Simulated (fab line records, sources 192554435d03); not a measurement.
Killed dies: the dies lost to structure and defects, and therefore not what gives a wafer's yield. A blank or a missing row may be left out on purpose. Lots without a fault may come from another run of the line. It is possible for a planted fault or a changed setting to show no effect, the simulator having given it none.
fab line records	flow n5-finfet
record: lots: 10	wafers: 30	last-day: 18
route steps=1938 shown BEOL_M5@1127 PASSIVATION@1936
lots with no fault: from the same line, run without faults
start-h: hours from the record's first day to the start of the lot's first wafer shown	wait-h: hours elapsed since this lot's preceding step	" identical to the entry in the row above	L1.1+2: a row that stands for several wafers	- either no value or no given start	* or withheld: withheld	< > ~ a bound
route shown NAME@n: a module of which the file shows steps, and the number in the route of the first	usual: the fault-free wafers' mean and standard deviation	same: alike in all rows	chamber/n: place in a boat	sites: per-site readings	_std_site: the standard deviation of these	_edge_site: outer sites' mean less inner sites'	radius-mm: for every site, how far away it sits from the centre of the wafer	mask NAME#n: copy n	behind: the last tool/chamber to shape the wafer	hold: cause of the lot's hold/its duration in hours/its outcome	device: which transistor (n, p or np) failed to switch	end of line: tests of these same wafers at the route's end	a step without rows: its recipe alone	killed: dies that structure and defects cost at the first sort, which is not the same as the wafer's yield	map: the dies of a wafer, with x for killed, . for not killed, _ for no die there
set.NAME: the run value of the setting; set.NAME@STEP: its run value at that earlier step	model.NAME: the simulator's own value behind a step, which no gauge read
steps of the route over a sample of lots; a table a step, a row a wafer
services: a tool's chamber out of use, with start hour (start-h, from the record's first day; less than 0 if before it), hours out, and reason
== steps ==
step: N5_BEOL_M5_OVL_MEAS_12
recipe: points-per-wafer: 522
usual: M5_OVL: -0.8/0.77
lot.wafer	tool	chamber	start-h	wait-h	M5_OVL[nm]
L252.1	overlay-02	0	190.60	0.3	-1.0
L252.4	"	0	"	"	-0.8
L252.6	"	0	"	"	-0.7
L253.3	overlay-02	0	206.69	0.0	0.3
L253.5	"	0	"	"	-0.3
L253.6	"	0	"	"	-0.8
L256.3	overlay-01	0	206.95	0.0	0.2
L256.4	"	0	"	"	-0.5
L256.5	"	0	"	"	0.4
L257.1	overlay-02	0	226.53	0.0	-1.8
L257.5	"	0	"	"	-0.4
L257.6	"	0	"	"	-0.5
L262.1	overlay-02	0	252.78	0.0	-1.4
L262.3	"	0	"	"	-1.9
L262.5	"	0	"	"	-0.7
L263.1	overlay-02	0	261.48	0.0	-2.2
L263.4	"	0	"	"	-1.4
L263.5	"	0	"	"	-1.5
L266.1	overlay-02	0	281.68	0.0	-0.2
L266.2	"	0	"	"	-0.3
L266.5	"	0	"	"	-0.3
L269.1	overlay-02	0	290.26	0.0	-0.6
L269.3	"	0	"	"	-0.5
L269.6	"	0	"	"	-0.4
L270.2	overlay-01	0	301.04	0.0	-2.1
L270.3	"	0	"	"	-0.2
L270.5	"	0	"	"	-1.0
L273.1	overlay-01	0	318.12	0.0	0.0
L273.3	"	0	"	"	0.5
L273.5	"	0	"	"	-0.6
step: N5_BEOL_M5_VIA_ETCH_34
recipe: chemistry: C4F6/O2	target: SiCOH_lowk	target-depth-a: 883	mask-material: SOC	taper-deg: 4	time-s: 39.2	ion-energy-ev: 250	pressure-mtorr: 30	source-w: 345	bias-w: 185	Ar_flow_sccm: 300	C4F6_flow_sccm: 10	O2_flow_sccm: 10
usual: bias-w: 184.9/0.53	chamber-pressure-mTorr: 30.003/0.028	drypump-motor-current-A: 5.9/0.37	oes_ar_750_au: 0.76/0.068	oes-product-au: 0.76/0.074	rf-vpp-V: 667/11	showerhead-plenum-p-Torr: 2.88/0.1	throttle-valve-pct: 20.90/0.2
lot.wafer	tool	chamber	start-h	wait-h	bias-w	chamber-pressure-mTorr	drypump-motor-current-A	oes_ar_750_au	oes-product-au	rf-hours-counter-h	rf-vpp-V	showerhead-plenum-p-Torr	throttle-valve-pct
L252.1	rie-diel-06	3	192.38	0.0	185.5	30.023	6.3	0.79	0.79	91	660	2.88	20.90
L252.4	"	1	"	"	184.7	30.003	5.9	0.85	0.85	45	668	2.92	20.92
L252.6	"	3	"	"	185.3	30.002	6.3	0.80	0.78	-	660	2.88	20.91
L256.3	rie-diel-01	0	208.87	0.0	184.3	29.972	5.5	0.81	0.82	81	661	3.00	20.99
L256.4	"	1	"	"	184.8	30.043	6.3	0.77	0.78	162	687	2.96	20.51
L256.5	"	0	"	"	184.6	30.036	5.5	0.81	0.81	-	661	3.00	21.00
L253.3	rie-diel-05	1	209.66	0.0	185.4	29.976	6.1	0.71	0.69	226	658	2.71	20.61
L253.5	"	2	"	"	185.5	29.978	5.6	0.66	0.66	-	683	2.90	21.03
L253.6	"	1	"	"	185.7	30.007	6.1	0.71	0.69	-	657	2.71	20.63
L257.1	rie-diel-01	3	228.89	0.0	184.8	29.985	5.7	0.71	0.70	211	659	2.94	20.83
L257.5	"	1	"	"	185.1	30.011	6.3	0.77	0.77	-	686	2.96	20.49
L257.6	"	0	"	"	185.1	29.998	5.5	0.81	0.80	-	660	3.00	21.03
L262.1	rie-diel-06	1	256.75	0.0	185.0	30.007	5.8	0.82	0.82	71	666	2.90	20.96
L262.3	"	0	"	"	185.9	29.988	4.9	0.93	0.96	4	669	3.04	21.08
L262.5	"	3	"	"	184.6	29.977	6.3	0.77	0.77	-	658	2.87	20.93
L263.1	rie-diel-01	2	265.93	0.0	184.9	30.057	6.4	0.71	0.72	199	650	2.71	20.76
L263.4	"	0	"	"	185.4	29.990	5.5	0.80	0.80	97	661	2.99	21.03
L263.5	"	1	"	"	185.3	30.025	6.3	0.76	0.77	-	685	2.96	20.53
L266.1	rie-diel-06	0	284.42	0.0	184.2	29.997	4.9	0.92	0.92	10	669	3.03	21.10
L266.2	"	1	"	"	185.2	29.979	5.9	0.81	0.81	79	666	2.90	20.95
L266.5	"	1	"	"	184.4	30.020	5.8	0.80	0.81	-	667	2.90	20.98
L269.1	rie-diel-05	2	292.11	0.0	184.5	30.006	5.6	0.91	0.92	17	683	2.89	20.68
L269.3	"	3	"	"	185.5	30.028	5.8	0.70	0.69	222	665	2.95	21.17
L269.6	"	2	"	"	185.5	29.979	5.6	0.91	0.92	-	683	2.89	20.66
L270.2	rie-diel-06	0	302.33	0.0	185.0	29.951	4.9	0.89	0.92	15	668	3.03	21.11
L270.3	"	2	"	"	184.9	29.978	6.3	0.68	0.68	230	668	2.81	20.81
L270.5	"	3	"	"	186.1	30.035	6.3	0.76	0.75	-	660	2.86	20.96
L273.1	rie-diel-05	3	320.07	0.0	184.5	29.976	5.8	0.70	0.68	234	664	2.94	21.18
L273.3	"	1	"	"	184.4	30.020	6.1	0.97	0.96	3	666	3.04	20.32
L273.5	"	3	"	"	184.6	29.965	5.8	0.69	0.68	-	666	2.94	21.19
step: N5_BEOL_M5_TRENCH_ETCH_37
recipe: chemistry: C4F6/O2	target-depth-a: 716.52	target: SiCOH_lowk	time-s: 24.7	ion-energy-ev: 250	pressure-mtorr: 30	source-w: 345	bias-w: 185	Ar_flow_sccm: 300	C4F6_flow_sccm: 10	O2_flow_sccm: 10
usual: bias-w: 185.0/0.56	chamber-pressure-mTorr: 30.002/0.027	drypump-motor-current-A: 5.9/0.37	oes_ar_750_au: 0.76/0.068	oes-product-au: 0.76/0.075	rf-vpp-V: 668/11	showerhead-plenum-p-Torr: 2.88/0.1	throttle-valve-pct: 20.94/0.2
lot.wafer	tool	chamber	start-h	wait-h	bias-w	chamber-pressure-mTorr	drypump-motor-current-A	oes_ar_750_au	oes-product-au	rf-hours-counter-h	rf-vpp-V	showerhead-plenum-p-Torr	throttle-valve-pct
L252.1	rie-diel-06	3	192.47	-	184.5	30.032	6.3	0.79	0.79	91	661	2.88	20.95
L252.4	"	1	"	"	184.6	30.022	5.9	0.84	0.86	45	668	2.92	20.94
L252.6	"	3	"	"	185.1	30.012	6.3	0.80	0.79	-	661	2.88	20.95
L256.3	rie-diel-01	0	208.96	-	185.8	30.006	5.5	0.82	0.81	81	661	3.00	21.05
L256.4	"	1	"	"	184.0	30.016	6.3	0.77	0.77	162	685	2.96	20.53
L256.5	"	0	"	"	186.1	30.024	5.5	0.81	0.81	-	661	3.00	21.06
L253.3	rie-diel-05	1	209.74	-	185.1	30.027	6.1	0.71	0.69	227	658	2.71	20.66
L253.5	"	2	"	"	184.4	30.055	5.6	0.66	0.67	-	684	2.90	21.08
L253.6	"	1	"	"	185.5	30.032	6.1	0.70	0.69	-	658	2.71	20.63
L257.1	rie-diel-01	3	228.98	-	184.9	29.975	5.7	0.71	0.70	212	659	2.94	20.88
L257.5	"	1	"	"	210.4	29.994	6.3	0.78	0.80	-	758	2.96	20.56
L257.6	"	0	"	"	185.4	30.007	5.5	0.81	0.80	-	662	3.00	21.05
L262.1	rie-diel-06	1	256.84	-	185.4	30.009	5.8	0.82	0.82	71	666	2.90	20.99
L262.3	"	0	"	"	185.1	30.000	4.9	0.93	0.96	4	668	3.04	21.15
L262.5	"	3	"	"	184.5	30.021	6.3	0.77	0.77	-	660	2.87	21.00
L263.1	rie-diel-01	2	266.01	-	184.5	30.018	6.4	0.72	0.71	199	650	2.71	20.78
L263.4	"	0	"	"	184.8	29.972	5.5	0.79	0.80	97	662	2.99	21.07
L263.5	"	1	"	"	209.8	30.005	6.3	0.76	0.79	-	757	2.96	20.57
L266.1	rie-diel-06	0	284.51	-	184.7	30.014	4.9	0.91	0.94	10	669	3.03	21.14
L266.2	"	1	"	"	186.0	30.012	5.8	0.81	0.81	79	668	2.90	21.01
L266.5	"	1	"	"	185.7	29.992	5.8	0.81	0.81	-	666	2.90	21.00
L269.1	rie-diel-05	2	292.19	-	184.5	30.010	5.6	0.91	0.92	17	683	2.89	20.73
L269.3	"	3	"	"	185.3	29.986	5.8	0.70	0.70	222	666	2.95	21.21
L269.6	"	2	"	"	184.4	30.027	5.6	0.91	0.93	-	684	2.89	20.74
L270.2	rie-diel-06	0	302.41	-	184.8	30.020	4.9	0.91	0.92	15	669	3.03	21.15
L270.3	"	2	"	"	184.9	29.995	6.3	0.69	0.69	230	667	2.81	20.86
L270.5	"	3	"	"	184.6	29.989	6.3	0.77	0.76	-	661	2.87	21.02
L273.1	rie-diel-05	3	320.15	-	184.5	30.035	5.8	0.69	0.67	234	665	2.94	21.22
L273.3	"	1	"	"	186.5	29.981	6.1	0.96	0.96	3	667	3.04	20.37
L273.5	"	3	"	"	185.0	29.995	5.8	0.69	0.68	-	664	2.94	21.24
step: N5_BEOL_M5_OCD_MEAS_38
usual: trench-depth-nm: 71.2/1.3
lot.wafer	tool	chamber	start-h	wait-h	trench-depth-nm
L252.1	ocd-02	-	192.62	-	70.7
L252.4	"	-	"	"	72.1
L252.6	"	-	"	"	71.5
L256.3	ocd-01	-	209.12	-	72.0
L256.4	"	-	"	"	74.2
L256.5	"	-	"	"	71.5
L253.3	ocd-02	-	209.90	-	70.0
L253.5	"	-	"	"	70.5
L253.6	"	-	"	"	70.5
L257.1	ocd-01	-	229.13	-	70.6
L257.5	"	-	"	"	76.9
L257.6	"	-	"	"	72.0
L262.1	ocd-02	-	256.99	-	70.9
L262.3	"	-	"	"	72.6
L262.5	"	-	"	"	71.9
L263.1	ocd-02	-	266.16	-	70.9
L263.4	"	-	"	"	72.0
L263.5	"	-	"	"	76.5
L266.1	ocd-01	-	284.66	-	72.0
L266.2	"	-	"	"	72.0
L266.5	"	-	"	"	72.2
L269.1	ocd-01	-	292.35	-	73.6
L269.3	"	-	"	"	70.1
L269.6	"	-	"	"	74.0
L270.2	ocd-01	-	302.57	-	72.1
L270.3	"	-	"	"	69.0
L270.5	"	-	"	"	71.2
L273.1	ocd-02	-	320.31	-	69.0
L273.3	"	-	"	"	72.5
L273.5	"	-	"	"	69.7
step: N5_BEOL_M5_CURE_80
recipe: temp-c: 370	time-s: 120	ambient: DMADMS/He	material: SiCOH_lowk
usual: lamp-power-pct: 52.31/0.057	wafer_temp_C_max: 372.1/0.66
lot.wafer	tool	chamber	start-h	wait-h	lamp-power-pct	wafer_temp_C_max
L252.1	uv-cure-02	1	192.81	0.0	52.34	373.3
L252.4	"	1	"	"	52.29	373.0
L252.6	"	1	"	"	52.43	372.2
L256.3	uv-cure-02	1	209.51	0.2	52.27	371.7
L256.4	"	1	"	"	52.31	372.2
L256.5	"	1	"	"	52.32	372.3
L253.3	uv-cure-01	1	210.31	0.2	52.38	372.6
L253.5	"	1	"	"	52.36	373.1
L253.6	"	1	"	"	52.35	372.6
L257.1	uv-cure-01	0	229.33	0.0	52.32	372.0
L257.5	"	0	"	"	52.38	372.3
L257.6	"	0	"	"	52.32	372.2
L262.1	uv-cure-02	0	257.19	0.0	52.25	371.2
L262.3	"	0	"	"	52.28	371.5
L262.5	"	0	"	"	52.33	371.4
L263.1	uv-cure-02	2	266.36	0.0	52.35	371.2
L263.4	"	2	"	"	52.32	371.4
L263.5	"	2	"	"	52.34	371.8
L266.1	uv-cure-02	1	284.86	0.0	52.27	372.2
L266.2	"	1	"	"	52.33	373.2
L266.5	"	1	"	"	52.34	372.5
L269.1	uv-cure-03	1	292.54	0.0	52.39	371.3
L269.3	"	1	"	"	52.25	371.5
L269.6	"	1	"	"	52.25	371.4
L270.2	uv-cure-01	0	302.82	0.1	52.30	372.5
L270.3	"	0	"	"	52.27	372.4
L270.5	"	0	"	"	52.36	372.5
L273.1	uv-cure-01	1	320.58	0.1	52.33	372.7
L273.3	"	1	"	"	52.32	372.5
L273.5	"	1	"	"	52.27	373.4
step: N5_PASSIVATION_PROBE_49
usual: defect-limited-yield: 90.9/1.4	killed_at_M0_to_M3: 37/12	killed_at_M4_up: 14/5.3	killed-at-contacts: 12/6.2	killed-at-front-end: 41/11	killed-at-other: 3.7/2.9	killed-dies: 107/17	killed-open: 71/12	killed-short: 34/7.9	sort_bin_5_function: 5.3/0.95	sort_bin_6_memory: 3.4/0.7	sort_bin_8_speed: 0.00/0.0099	sort-n-pass: 1073/17	sort-yield-pct: 90.9/1.5
same: gross-dies: 1180	killed-at-back-side: 0	sort_bin_4_leakage[%]: 0
lot.wafer	tool	chamber	start-h	wait-h	defect-limited-yield[%]	killed_at_M0_to_M3	killed_at_M4_up	killed-at-contacts	killed-at-front-end	killed-at-other	killed-dies	killed-open	killed-short	sort_bin_5_function[%]	sort_bin_6_memory[%]	sort_bin_8_speed[%]	sort-n-pass	sort-yield-pct[%]
L252.1	prober-01	-	286.07	0.0	91.3	39	10	17	36	1	103	73	29	5.1	3.2	0	1077	91.3
L252.4	prober-01	-	286.22	0.2	92.0	39	12	11	27	5	94	62	32	4.4	3.3	0	1086	92.0
L252.6	prober-01	-	286.32	0.3	92.5	34	9	21	17	8	89	59	27	4.6	2.8	0	1091	92.5
L256.3	prober-01	-	310.99	0.1	91.1	51	10	9	31	4	105	74	31	5.5	3.3	0	1075	91.1
L256.4	prober-01	-	311.04	0.2	92.2	25	16	17	32	2	92	65	27	4.4	3.1	0	1088	92.2
L256.5	prober-01	-	311.09	0.2	90.9	40	19	12	35	1	107	75	32	6.0	2.5	0	1073	90.9
L253.3	prober-01	-	320.89	0.1	89.8	39	9	7	62	3	120	72	46	5.8	3.7	0	1060	89.8
L253.5	prober-01	-	320.99	0.2	90.2	33	10	12	54	7	116	84	29	6.2	3.6	0	1064	90.2
L253.6	prober-01	-	321.04	0.3	90.2	22	12	13	63	6	116	80	35	5.1	4.3	0	1064	90.2
L257.1	prober-01	-	325.84	0.0	88.1	80	12	7	41	1	141	76	60	7.3	4.0	0	1039	88.1
L257.5	prober-01	-	326.04	0.2	89.1	53	11	10	54	1	129	79	45	6.5	3.7	0	1051	89.1
L257.6	prober-01	-	326.09	0.3	87.4	89	10	12	30	8	149	93	54	7.4	4.7	0	1031	87.4
L262.1	prober-01	-	353.36	0.0	93.1	36	20	1	24	0	81	58	23	4.3	2.4	0	1099	93.1
L262.3	prober-01	-	353.46	0.1	90.0	49	26	6	31	6	118	85	32	6.2	3.4	0	1062	90.0
L262.5	prober-01	-	353.56	0.2	90.3	38	20	4	51	1	114	90	24	6.0	3.4	0	1066	90.3
L263.1	prober-01	-	369.45	0.4	89.9	18	18	9	68	6	119	78	36	6.4	3.2	0.08	1061	89.9
L263.4	prober-01	-	369.60	0.6	92.3	29	12	3	39	8	91	63	26	4.1	3.5	0	1089	92.3
L263.5	prober-01	-	369.65	0.6	93.2	26	20	4	28	2	80	60	16	3.3	3.0	0	1100	93.2
L266.1	prober-02	-	389.00	0.0	92.2	36	6	7	40	3	92	64	22	4.4	2.9	0	1088	92.2
L266.2	prober-02	-	389.05	0.1	90.6	44	14	15	36	2	111	77	31	5.7	3.6	0	1069	90.6
L266.5	prober-02	-	389.20	0.2	87.8	46	20	31	35	12	144	103	36	6.7	5.1	0	1036	87.8
L269.1	prober-02	-	395.21	0.0	89.6	39	14	22	43	5	123	92	31	6.6	3.5	0	1057	89.6
L269.3	prober-02	-	395.31	0.1	88.4	44	21	22	48	2	137	92	43	7.0	4.2	0	1043	88.4
L269.6	prober-02	-	395.46	0.3	90.1	37	20	19	40	1	117	77	36	6.2	3.2	0	1063	90.1
L270.2	prober-02	-	409.57	0.1	92.5	27	14	3	42	2	88	57	30	4.8	2.2	0	1092	92.5
L270.3	prober-02	-	409.62	0.1	90.8	23	9	10	51	15	108	76	31	5.9	2.8	0	1072	90.8
L270.5	prober-02	-	409.72	0.2	91.4	28	18	9	39	7	101	64	35	4.7	3.6	0	1079	91.4
L273.1	prober-02	-	426.06	0.0	89.5	38	18	7	58	3	124	86	35	5.3	4.9	0	1056	89.5
L273.3	prober-02	-	426.16	0.1	91.9	27	16	5	43	4	95	55	40	4.7	2.8	0	1085	91.9
L273.5	prober-02	-	426.26	0.2	89.7	41	19	11	49	2	122	73	47	5.8	4.2	0	1058	89.7
killed by level:class
L252.1 MOL_CONTACT_COAG:geometric-particle:open=16 FIN_SAQP:geometric-particle:short=13 FIN_SAQP:geometric-particle:open=7 BEOL_M2:geometric-particle:open=7 BEOL_M3:geometric-particle:open=7 BEOL_M4:geometric-particle:open=7 BEOL_M0:geometric-particle:open=6 BEOL_M1:geometric-particle:open=5
L252.4 BEOL_M2:geometric-particle:open=13 FIN_SAQP:geometric-particle:open=7 MOL_CONTACT_COAG:geometric-particle:open=7 BEOL_M4:geometric-particle:open=7 FIN_SAQP:geometric-particle:short=5 STI_FIN_REVEAL:geometric-particle:open=5 BEOL_M0:geometric-particle:short=5 MOL_CONTACT_COAG:geometric-particle:short=4
L252.6 MOL_CONTACT_COAG:geometric-particle:open=14 BEOL_M1:geometric-particle:open=8 BEOL_M0_SAQP:geometric-particle:open=7 MOL_CONTACT_COAG:geometric-particle:short=6 BEOL_M3:geometric-particle:open=6 BEOL_M5:geometric-particle:open=5 PASS1_CAP:geometric-particle:short=5 FIN_SAQP:geometric-particle:short=4
L256.3 BEOL_M0_SAQP:geometric-particle:open=16 BEOL_M0_SAQP:geometric-particle:short=12 STI_FIN_REVEAL:geometric-particle:open=9 BEOL_M1:geometric-particle:open=8 MOL_CONTACT_COAG:geometric-particle:open=7 BEOL_M3:geometric-particle:open=6 BEOL_M2:geometric-particle:open=5 FIN_SAQP:geometric-particle:short=4
L256.4 MOL_CONTACT_COAG:geometric-particle:open=12 STI_FIN_REVEAL:geometric-particle:open=7 BEOL_M0_SAQP:geometric-particle:short=7 BEOL_M0_SAQP:geometric-particle:open=7 BEOL_M4:geometric-particle:open=7 FIN_SAQP:geometric-particle:open=5 FIN_SAQP:geometric-particle:short=5 MOL_CONTACT_COAG:geometric-particle:short=5
L256.5 BEOL_M0_SAQP:geometric-particle:short=11 FIN_SAQP:geometric-particle:open=9 MOL_CONTACT_COAG:geometric-particle:open=9 BEOL_M2:geometric-particle:open=9 BEOL_M0_SAQP:geometric-particle:open=7 BEOL_M1:geometric-particle:open=7 BEOL_M4:geometric-particle:open=7 DUMMY_GATE:geometric-particle:open=5
L253.3 FIN_SAQP:geometric-particle:short=19 FIN_SAQP:geometric-particle:open=15 STI_FIN_REVEAL:geometric-particle:open=13 BEOL_M0_SAQP:geometric-particle:short=9 BEOL_M3:geometric-particle:open=8 BEOL_M1:geometric-particle:open=6 MOL_CONTACT_COAG:geometric-particle:open=5 BEOL_M0_SAQP:geometric-particle:open=5
L253.5 STI_FIN_REVEAL:geometric-particle:open=20 FIN_SAQP:geometric-particle:open=11 FIN_SAQP:geometric-particle:short=9 MOL_CONTACT_COAG:geometric-particle:open=9 BEOL_M0_SAQP:geometric-particle:open=7 BEOL_M3:geometric-particle:open=7 STARTING-WAFER:geometric-particle:open=6 BEOL_M0_SAQP:geometric-particle:short=5
L253.6 FIN_SAQP:geometric-particle:open=31 FIN_SAQP:geometric-particle:short=19 MOL_CONTACT_COAG:geometric-particle:open=13 BEOL_M4:geometric-particle:open=7 BEOL_M0_SAQP:geometric-particle:short=5 BEOL_M0_SAQP:geometric-particle:open=5 DUMMY_GATE:geometric-particle:open=4 BEOL_M1:geometric-particle:open=4
L257.1 BEOL_M0_SAQP:geometric-particle:open=19 BEOL_M0_SAQP:geometric-particle:short=18 FIN_SAQP:geometric-particle:open=13 BEOL_M1:geometric-particle:short=12 FIN_SAQP:geometric-particle:short=10 BEOL_M2:geometric-particle:open=10 BEOL_M1:geometric-particle:open=6 BEOL_M3:geometric-particle:short=6
L257.5 BEOL_M0_SAQP:geometric-particle:open=18 BEOL_M0_SAQP:geometric-particle:short=14 GATE_CUT:geometric-particle:short=10 FIN_SAQP:geometric-particle:short=9 FIN_SAQP:geometric-particle:open=8 STI_FIN_REVEAL:geometric-particle:open=7 MOL_CONTACT_COAG:geometric-particle:open=7 BEOL_M1:geometric-particle:open=6
L257.6 BEOL_M0_SAQP:geometric-particle:short=22 BEOL_M0_SAQP:geometric-particle:open=22 BEOL_M2:geometric-particle:open=16 BEOL_M3:geometric-particle:open=9 BEOL_M1:geometric-particle:open=9 MOL_CONTACT_COAG:geometric-particle:open=8 FIN_SAQP:geometric-particle:open=6 STI_FIN_REVEAL:geometric-particle:open=5
L262.1 BEOL_M1:geometric-particle:open=15 BEOL_M4:geometric-particle:open=14 BEOL_M3:geometric-particle:open=8 FIN_SAQP:geometric-particle:open=6 GATE_CUT:geometric-particle:short=6 BEOL_M2:geometric-particle:open=5 BEOL_M4:geometric-particle:short=4 FIN_SAQP:geometric-particle:short=2
L262.3 BEOL_M1:geometric-particle:open=17 BEOL_M4:geometric-particle:open=17 FIN_SAQP:geometric-particle:open=12 BEOL_M2:geometric-particle:open=10 FIN_SAQP:geometric-particle:short=7 BEOL_M0_SAQP:geometric-particle:short=6 MOL_CONTACT_COAG:geometric-particle:open=5 PAD_METAL:geometric-particle:open=5
L262.5 FIN_SAQP:geometric-particle:open=28 BEOL_M1:geometric-particle:open=14 BEOL_M4:geometric-particle:open=13 BEOL_M0_SAQP:geometric-particle:short=5 BEOL_M0:geometric-particle:open=5 BEOL_M2:geometric-particle:open=5 STI_FIN_REVEAL:geometric-particle:open=4 MOL_CONTACT_COAG:geometric-particle:open=4
L263.1 STI_FIN_REVEAL:geometric-particle:open=14 FIN_SAQP:geometric-particle:short=13 FIN_SAQP:geometric-particle:open=8 DUMMY_GATE:geometric-particle:open=8 STARTING-WAFER:geometric-particle:open=8 BEOL_M4:geometric-particle:open=5 MOL_CONTACT_COAG:geometric-particle:open=5 BEOL_M1:geometric-particle:open=5
L263.4 BEOL_M2:geometric-particle:open=16 FIN_SAQP:geometric-particle:open=11 STI_FIN_REVEAL:geometric-particle:open=6 ILD0:geometric-particle:open=6 BEOL_M4:geometric-particle:open=6 BEOL_M1:geometric-particle:open=5 FIN_SAQP:geometric-particle:short=4 BEOL_M0_SAQP:geometric-particle:short=4
L263.5 BEOL_M4:geometric-particle:open=12 FIN_SAQP:geometric-particle:open=9 STI_FIN_REVEAL:geometric-particle:open=7 BEOL_M2:geometric-particle:open=7 BEOL_M3:geometric-particle:open=5 MOL_CONTACT_COAG:geometric-particle:open=4 BEOL_M0_SAQP:geometric-particle:open=3 BEOL_M1:geometric-particle:open=3
L266.1 BEOL_M2:geometric-particle:open=10 STI_FIN_REVEAL:geometric-particle:open=8 BEOL_M3:geometric-particle:open=8 FIN_SAQP:geometric-particle:open=7 MOL_CONTACT_COAG:geometric-particle:open=7 BEOL_M1:geometric-particle:open=6 BEOL_M0_SAQP:geometric-particle:short=4 HKMG_FIN:area-etch=4
L266.2 STI_FIN_REVEAL:geometric-particle:open=17 MOL_CONTACT_COAG:geometric-particle:open=13 BEOL_M0_SAQP:geometric-particle:short=9 BEOL_M0_SAQP:geometric-particle:open=8 BEOL_M2:geometric-particle:open=8 BEOL_M5:geometric-particle:open=6 BEOL_M0:geometric-particle:open=5 BEOL_M1:geometric-particle:open=4
L266.5 MOL_CONTACT_COAG:geometric-particle:open=26 BEOL_M1:geometric-particle:open=15 STI_FIN_REVEAL:geometric-particle:open=10 BEOL_M0_SAQP:geometric-particle:short=8 BEOL_M2:geometric-particle:open=7 BEOL_M4:geometric-particle:open=7 MOL_CONTACT_COAG:geometric-particle:short=5 BEOL_M3:geometric-particle:open=5
L269.1 STI_FIN_REVEAL:geometric-particle:open=21 MOL_CONTACT_COAG:geometric-particle:open=19 BEOL_M0_SAQP:geometric-particle:open=11 BEOL_M2:geometric-particle:open=8 FIN_SAQP:geometric-particle:open=7 BEOL_M4:geometric-particle:open=7 BEOL_M3:geometric-particle:open=6 STI_FIN_REVEAL:geometric-particle:short=4
L269.3 STI_FIN_REVEAL:geometric-particle:open=20 MOL_CONTACT_COAG:geometric-particle:open=19 BEOL_M0_SAQP:geometric-particle:short=9 BEOL_M0_SAQP:geometric-particle:open=9 BEOL_M1:geometric-particle:open=9 BEOL_M4:geometric-particle:open=9 BEOL_M4:geometric-particle:short=9 FIN_SAQP:geometric-particle:short=7
L269.6 FIN_SAQP:geometric-particle:open=14 MOL_CONTACT_COAG:geometric-particle:open=14 BEOL_M4:geometric-particle:open=11 BEOL_M0_SAQP:geometric-particle:open=8 BEOL_M2:geometric-particle:open=8 BEOL_M2:geometric-particle:short=6 BEOL_M0_SAQP:geometric-particle:short=6 STI_FIN_REVEAL:geometric-particle:open=5
L270.2 FIN_SAQP:geometric-particle:open=11 FIN_SAQP:geometric-particle:short=9 DUMMY_GATE:geometric-particle:open=9 BEOL_M0_SAQP:geometric-particle:short=7 BEOL_M0_SAQP:geometric-particle:open=5 BEOL_M2:geometric-particle:short=4 BEOL_M3:geometric-particle:open=4 BEOL_M4:geometric-particle:open=4
L270.3 STI_FIN_REVEAL:geometric-particle:open=16 FIN_SAQP:geometric-particle:open=14 FIN_SAQP:geometric-particle:short=9 BEOL_M2:geometric-particle:open=9 MOL_CONTACT_COAG:geometric-particle:open=8 PASS1_CAP:geometric-particle:open=5 BEOL_M5:geometric-particle:open=4 BEOL_M1:geometric-particle:open=3
L270.5 FIN_SAQP:geometric-particle:open=10 MOL_CONTACT_COAG:geometric-particle:open=9 BEOL_M0_SAQP:geometric-particle:open=7 BEOL_M3:geometric-particle:open=7 BEOL_M2:geometric-particle:short=6 BEOL_M4:geometric-particle:open=6 FIN_SAQP:geometric-particle:short=5 STI_FIN_REVEAL:geometric-particle:open=5
L273.1 FIN_SAQP:geometric-particle:open=16 FIN_SAQP:geometric-particle:short=13 BEOL_M0_SAQP:geometric-particle:open=9 BEOL_M0_SAQP:geometric-particle:short=8 BEOL_M2:geometric-particle:open=7 BEOL_M3:geometric-particle:open=7 BEOL_M4:geometric-particle:open=7 MOL_CONTACT_COAG:geometric-particle:open=6
L273.3 FIN_SAQP:geometric-particle:short=9 BEOL_M4:geometric-particle:open=8 FIN_SAQP:geometric-particle:open=7 BEOL_M0_SAQP:geometric-particle:short=7 BEOL_M0_SAQP:geometric-particle:open=6 STI_FIN_REVEAL:geometric-particle:open=5 GATE_CUT:geometric-particle:short=5 BEOL_M2:geometric-particle:open=4
L273.5 BEOL_M0_SAQP:geometric-particle:short=15 DUMMY_GATE:geometric-particle:open=11 MOL_CONTACT_COAG:geometric-particle:open=10 BEOL_M4:geometric-particle:open=10 GATE_CUT:geometric-particle:short=9 BEOL_M3:geometric-particle:open=8 BEOL_M0_SAQP:geometric-particle:open=8 FIN_SAQP:geometric-particle:short=7
== services ==
tool	chamber	start-h	hours	kind
uv-cure-02	-	196.64	0.5	repair
rie-diel-06	2	201.30	23.7	repair
rie-diel-06	3	202.27	7.3	repair
uv-cure-03	-	202.40	16.7	repair
rie-diel-01	-	211.73	3.2	repair
rie-diel-05	2	220.81	-	clean
rie-diel-05	2	220.81	-	consumable-replace:focus-ring
rie-diel-05	2	220.81	17.9	scheduled-down
rie-diel-05	2	220.81	17.9	vent-cycle
rie-diel-06	0	226.90	-	clean
rie-diel-06	0	226.90	-	consumable-replace:focus-ring
rie-diel-06	0	226.90	-	consumable-replace:showerhead
rie-diel-06	0	226.90	20.7	scheduled-down
rie-diel-06	0	226.90	20.7	vent-cycle
rie-diel-01	-	243.61	0.2	repair
rie-diel-06	0	271.64	2.8	repair
uv-cure-02	-	276.46	0.4	repair
rie-diel-05	1	280.56	-	clean
rie-diel-05	1	280.56	-	consumable-replace:focus-ring
rie-diel-05	1	280.56	-	consumable-replace:showerhead
rie-diel-05	1	280.56	29.9	scheduled-down
uv-cure-03	-	294.22	0.6	repair
rie-diel-05	2	296.80	2.9	repair
rie-diel-06	3	316.56	4.0	repair
== key ==
first-sign: step: N5_BEOL_M5_TRENCH_ETCH_37	reading: bias-w	direction: up	sigmas: 45	usual: *	struck: *
effect: step: N5_BEOL_M5_TRENCH_ETCH_37	reading: rf-vpp-V	direction: up	sigmas: 8.3	usual: 668	struck: 757
effect: step: N5_BEOL_M5_OCD_MEAS_38	reading: trench-depth-nm	direction: up	sigmas: 4.4	usual: 71.2	struck: 76.7
met-at N5_BEOL_M5_TRENCH_ETCH_37
struck-lots L257,L263
struck-wafers L257.5,L263.5
not-acting-at N5_BEOL_M5_OVL_MEAS_12,N5_BEOL_M5_VIA_ETCH_34,N5_BEOL_M5_CURE_80
onset-between 208.96 228.98
fault: kind: process-parameter-drift	tool: rie-diel-01	chamber: 1	onset-h: 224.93	steps: N5_BEOL_M5_TRENCH_ETCH_37	channel: bias-w	offset: *	shape: step	end-h: 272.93	acts-in: *	stated: *
